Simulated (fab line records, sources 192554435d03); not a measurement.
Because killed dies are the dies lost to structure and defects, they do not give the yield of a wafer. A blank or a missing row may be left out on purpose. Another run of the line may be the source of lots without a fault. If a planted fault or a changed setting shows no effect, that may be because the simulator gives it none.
fab line records    flow n5_finfet    part 2 of 2: steps 26 to 33 of 33
[record] lots = 5  wafers = 15  last_day = 20
route steps=1938 shown BEOL_M9@1406
lots that met no fault: from a run of the same line without faults
start_h: the number of hours between the record's first day and the start of the first shown wafer of the lot    wait_h: hours elapsed since this lot's preceding step    " same as the row above    L1.1+2: several wafers, shown together as one row    - no value present, or no start provided    * or withheld: withheld    < > ~ a bound
route shown NAME@n: a module of which the file shows steps, and the number in the route of the first    usual: mean/standard deviation of fault-free wafers    same: alike in all rows    chamber/n: place in a boat    sites: each site's reading    _std_site: standard deviation of those values    _edge_site: mean of outer sites minus mean of inner sites    radius_mm: how far each site lies from the wafer's centre    mask NAME#n: copy n    behind: tool/chamber where the wafer was last shaped    hold: why the lot was held/for how many hours/how that ended    device: names the non-switching transistor (n, p or np)    end of line: tests of these same wafers at the route's end    step lacking rows: just its recipe    killed: the dies lost at the first sort to structure and to defects; this is not the yield of the wafer    map: a wafer's dies, marking killed ones x, the rest . and places with no die _
set.NAME: setting as actually run; set.NAME@STEP: the setting as run at that earlier step    model.NAME: the simulator's own value behind a step, which no gauge read
lots at selected steps of the route; one table per step, one row per wafer
services: a tool's chamber out of use, with start hour (start_h, from the record's first day; less than 0 if before it), hours out, and reason
[[steps]]
[step N5_BEOL_M9_EXPOSE_25]
[recipe] mask_id = V8  na = 0.33  source_shape = annular  sigma_inner = 0.4  sigma_outer = 0.8  polarization = unpolarized  dose_mj = 37.25
[usual] focus_offset_nm = -0.1/0.51  stage_msd_nm = 0.83/0.033
[same] sigma_inner = 0.4  sigma_outer = 0.8
lot.wafer  tool            chamber  start_h  wait_h  mask  focus_offset_nm  stage_msd_nm
L075.2     euv_scanner-01  0        275.74   -       V8#0  -0.5             0.81
L075.4     "               0        "        "       V8#0  0.2              0.82
L075.5     "               0        "        "       V8#0  -0.1             0.81
L077.1     euv_scanner-01  0        298.23   -       V8#0  -0.9             0.81
L077.2     "               0        "        "       V8#0  -0.5             0.81
L077.4     "               0        "        "       V8#0  -0.6             0.81
L089.1     euv_scanner-02  0        362.47   -       V8#0  0.1              0.88
L089.3     "               0        "        "       V8#0  0.6              0.88
L089.5     "               0        "        "       V8#0  1.5              0.88
L092.2     euv_scanner-02  0        404.04   -       V8#0  -0.9             0.88
L092.3     "               0        "        "       V8#0  -0.7             0.88
L092.5     "               0        "        "       V8#0  -0.1             0.89
L097.3     euv_scanner-02  0        418.29   -       V8#0  -0.3             0.89
L097.5     "               0        "        "       V8#0  0.1              0.88
L097.6     "               0        "        "       V8#0  -0.6             0.89
[step N5_BEOL_M9_PEB_26]
[recipe] peb_temp_c = 100  peb_time_s = 60  resist = CAR-EUV
lot.wafer   tool            chamber  start_h  wait_h
L075.2+4+5  litho_track-04  0        275.80   0.1
L077.1+2+4  litho_track-05  0        298.29   0.1
L089.1+3+5  litho_track-05  0        362.54   0.1
L092.2+3+5  litho_track-05  0        404.09   0.0
L097.3+5+6  litho_track-03  0        418.34   0.0
[step N5_BEOL_M9_DEVELOP_27]
[recipe] develop_time_s = 30  developer = TMAH  resist = CAR-EUV  rinse_liquid = surfactant_rinse  dry = air_spin  dev_temp_c = 23
lot.wafer   tool            chamber  start_h  wait_h
L075.2+4+5  litho_track-04  0        -        -
L077.1+2+4  litho_track-05  0        -        -
L089.1+3+5  litho_track-05  0        -        -
L092.2+3+5  litho_track-05  0        -        -
L097.3+5+6  litho_track-03  0        -        -
[step N5_BEOL_M9_CD_MEAS_28]
[recipe] target_cd_nm = 70  landing_energy_ev = 500  detector = se_inlens  polarity = opening
[usual] cd_nm = 70.11/0.26
lot.wafer  tool       chamber  start_h  wait_h  cd_nm
L075.2     cd_sem-02  0        275.87   -       69.87
L075.4     "          0        "        "       69.91
L075.5     "          0        "        "       69.99
L077.1     cd_sem-03  0        298.36   -       70.36
L077.2     "          0        "        "       70.13
L077.4     "          0        "        "       69.80
L089.1     cd_sem-02  0        362.60   -       69.58
L089.3     "          0        "        "       70.21
L089.5     "          0        "        "       70.08
L092.2     cd_sem-03  0        404.16   -       69.90
L092.3     "          0        "        "       70.33
L092.5     "          0        "        "       70.06
L097.3     cd_sem-02  0        418.41   -       69.58
L097.5     "          0        "        "       70.23
L097.6     "          0        "        "       69.76
[step N5_BEOL_M9_OVL_MEAS_29]
[recipe] points_per_wafer = 522
[usual] V8_OVL = -0.1/0.56
lot.wafer  tool        chamber  start_h  wait_h  V8_OVL[nm]
L075.2     overlay-01  0        275.93   0.1     0.1
L075.4     "           0        "        "       1.2
L075.5     "           0        "        "       -0.2
L077.1     overlay-01  0        298.39   0.0     0.3
L077.2     "           0        "        "       0.3
L077.4     "           0        "        "       0.3
L089.1     overlay-01  0        362.63   0.0     -0.6
L089.3     "           0        "        "       -0.4
L089.5     "           0        "        "       0.7
L092.2     overlay-01  0        404.20   0.0     0.3
L092.3     "           0        "        "       0.3
L092.5     "           0        "        "       0.3
L097.3     overlay-01  0        418.45   0.0     0.0
L097.5     "           0        "        "       -1.3
L097.6     "           0        "        "       -0.8
[step N5_BEOL_M9_INSPECT_30]
[recipe] mode = adi  inspect_instrument = brightfield
[usual] raw_defect_count = 397/83
lot.wafer  tool               chamber  start_h  wait_h  raw_defect_count
L075.2     defect_inspect-01  -        275.98   0.0     273
L075.4     "                  -        "        "       372
L075.5     "                  -        "        "       288
L077.1     defect_inspect-02  -        298.45   0.1     350
L077.2     "                  -        "        "       353
L077.4     "                  -        "        "       552
L089.1     defect_inspect-01  -        362.69   0.1     421
L089.3     "                  -        "        "       289
L089.5     "                  -        "        "       482
L092.2     defect_inspect-02  -        404.25   0.0     417
L092.3     "                  -        "        "       375
L092.5     "                  -        "        "       406
L097.3     defect_inspect-01  -        418.50   0.0     414
L097.5     "                  -        "        "       379
L097.6     "                  -        "        "       476
[step N5_BEOL_M9_DESCUM_33]
[recipe] chemistry = O2  time_s = 7  source_power_w = 50  bias_power_w = 20  pressure_mtorr = 20  rf_frequency_hz = 2.712e+07  temp_c = 40  resist = CAR-EUV  o2_flow_sccm = 225
[usual] drypump_motor_current_A = 5.7/0.38  oes_product_au = 0.82/0.083  rf_vpp_V = 243.1/1.6  showerhead_plenum_p_Torr = 2.09/0.075  temp_c = 39.99/0.11  throttle_valve_pct = 20.28/0.27
lot.wafer  tool         chamber  start_h  wait_h  drypump_motor_current_A  oes_product_au  rf_hours_counter_h  rf_vpp_V  showerhead_plenum_p_Torr  temp_c  throttle_valve_pct
L075.2     rie_diel-03  2        276.02   0.0     6.2                      0.85            84                  245.9     2.19                      40.01   20.21
L075.4     "            0        "        "       6.2                      0.80            142                 241.9     2.12                      39.99   20.31
L075.5     "            1        "        "       5.8                      0.70            -                   242.4     2.16                      39.96   21.13
L077.1     rie_diel-03  0        298.49   0.0     6.2                      0.79            149                 242.6     2.12                      40.05   20.29
L077.2     "            3        "        "       5.2                      0.84            64                  246.3     2.18                      40.22   20.08
L077.4     "            2        "        "       6.3                      0.83            -                   246.5     2.19                      39.94   20.24
L089.1     rie_diel-06  0        362.73   0.0     6.3                      0.75            142                 243.9     2.10                      39.98   20.34
L089.3     "            2        "        "       5.2                      0.82            77                  243.3     2.10                      39.93   19.92
L089.5     "            1        "        "       5.5                      0.97            -                   244.5     2.13                      40.18   20.01
L092.2     rie_diel-06  2        404.28   0.0     5.2                      0.80            89                  243.7     2.09                      39.97   19.93
L092.3     "            0        "        "       6.2                      0.75            154                 242.9     2.09                      39.74   20.36
L092.5     "            2        "        "       5.2                      0.80            -                   243.3     2.09                      39.96   19.94
L097.3     rie_diel-03  1        418.53   0.0     5.8                      0.92            29                  243.4     2.15                      39.93   20.80
L097.5     "            1        "        "       5.8                      0.93            -                   243.4     2.15                      39.87   20.79
L097.6     "            0        "        "       6.2                      0.75            -                   242.6     2.10                      39.91   20.35
[step N5_BEOL_M9_ETCH_76]
[recipe] chemistry = N2/H2  target = underlayer  target_depth_a = 65  mask_material = CAR-EUV  time_s = 5.2  ion_energy_ev = 200  pressure_mtorr = 30  source_w = 840  bias_w = 150  n2_flow_sccm = 200  h2_flow_sccm = 200  ends = cleared
[usual] drypump_motor_current_A = 5.7/0.38  etch_rf_on_time_s = 5.07/0.15  h2_flow_sccm = 200.0/0.51  oes_product_au = 0.70/0.07  rf_vpp_V = 523.6/2.6  showerhead_plenum_p_Torr = 2.54/0.097  throttle_valve_pct = 17.69/0.24
lot.wafer  tool         chamber  start_h  wait_h  drypump_motor_current_A  etch_rf_on_time_s  h2_flow_sccm  oes_product_au  rf_hours_counter_h  rf_vpp_V  showerhead_plenum_p_Torr  throttle_valve_pct
L075.2     rie_diel-03  2        276.05   0.0     6.3                      5.08               200.1         0.72            84                  526.8     2.70                      17.88
L075.4     "            0        "        "       6.2                      4.56               200.1         0.71            142                 522.8     2.55                      17.49
L075.5     "            1        "        "       5.8                      5.01               199.9         0.59            -                   524.6     2.59                      18.35
L077.1     rie_diel-03  0        298.52   0.0     6.1                      4.65               199.2         0.69            149                 526.4     2.54                      17.49
L077.2     "            3        "        "       5.2                      5.12               199.5         0.73            64                  528.8     2.70                      17.91
L077.4     "            2        "        "       6.2                      5.09               198.9         0.72            -                   528.7     2.70                      17.84
L089.1     rie_diel-06  0        362.76   0.0     6.2                      5.07               200.1         0.65            142                 524.6     2.51                      17.44
L089.3     "            2        "        "       5.2                      5.18               199.5         0.69            77                  523.1     2.58                      17.53
L089.5     "            1        "        "       5.5                      4.81               199.9         0.84            -                   524.0     2.59                      17.37
L092.2     rie_diel-06  2        404.32   0.0     5.2                      5.22               199.8         0.68            89                  522.3     2.57                      17.56
L092.3     "            0        "        "       6.2                      5.11               200.3         0.64            154                 523.2     2.51                      17.48
L092.5     "            2        "        "       5.2                      5.24               199.8         0.69            -                   522.5     2.57                      17.57
L097.3     rie_diel-03  1        418.57   0.0     5.8                      5.03               200.5         0.77            29                  524.0     2.57                      17.97
L097.5     "            1        "        "       5.8                      5.03               199.5         0.78            -                   525.8     2.57                      17.98
L097.6     "            0        "        "       6.1                      4.63               200.2         0.66            -                   524.4     2.53                      17.56
[[services]]
tool             chamber  start_h  hours  kind
rie_metal-03     -        249.34   0.5    repair
arfi_scanner-03  -        252.11   1.0    pm
arfi_scanner-02  -        262.62   4.9    pm
arfi_scanner-03  -        263.95   1.0    pm
arfi_scanner-03  -        266.82   11.4   repair
euv_scanner-01   -        269.60   3.9    repair
euv_scanner-01   -        279.97   0.3    repair
rie_metal-02     0        280.06   1.3    repair
euv_scanner-01   -        282.52   1.0    pm
euv_scanner-02   -        286.88   4.6    pm
euv_scanner-02   -        293.57   1.0    pm
euv_scanner-02   -        321.47   1.6    repair
rie_diel-03      1        329.37   6.6    repair
rie_metal-02     -        338.13   0.9    repair
rie_diel-03      1        340.94   8.2    repair
euv_scanner-02   -        346.43   2.0    repair
euv_scanner-02   -        349.72   1.0    pm
rie_diel-03      0        353.27   4.3    repair
euv_scanner-02   -        374.39   0.5    repair
rie_diel-02      0        384.42   8.9    repair
rie_diel-02      1        402.36   6.6    repair
euv_scanner-02   -        405.87   1.0    pm
rie_diel-02      2        408.53   8.2    repair
rie_diel-06      -        416.45   15.6   pm
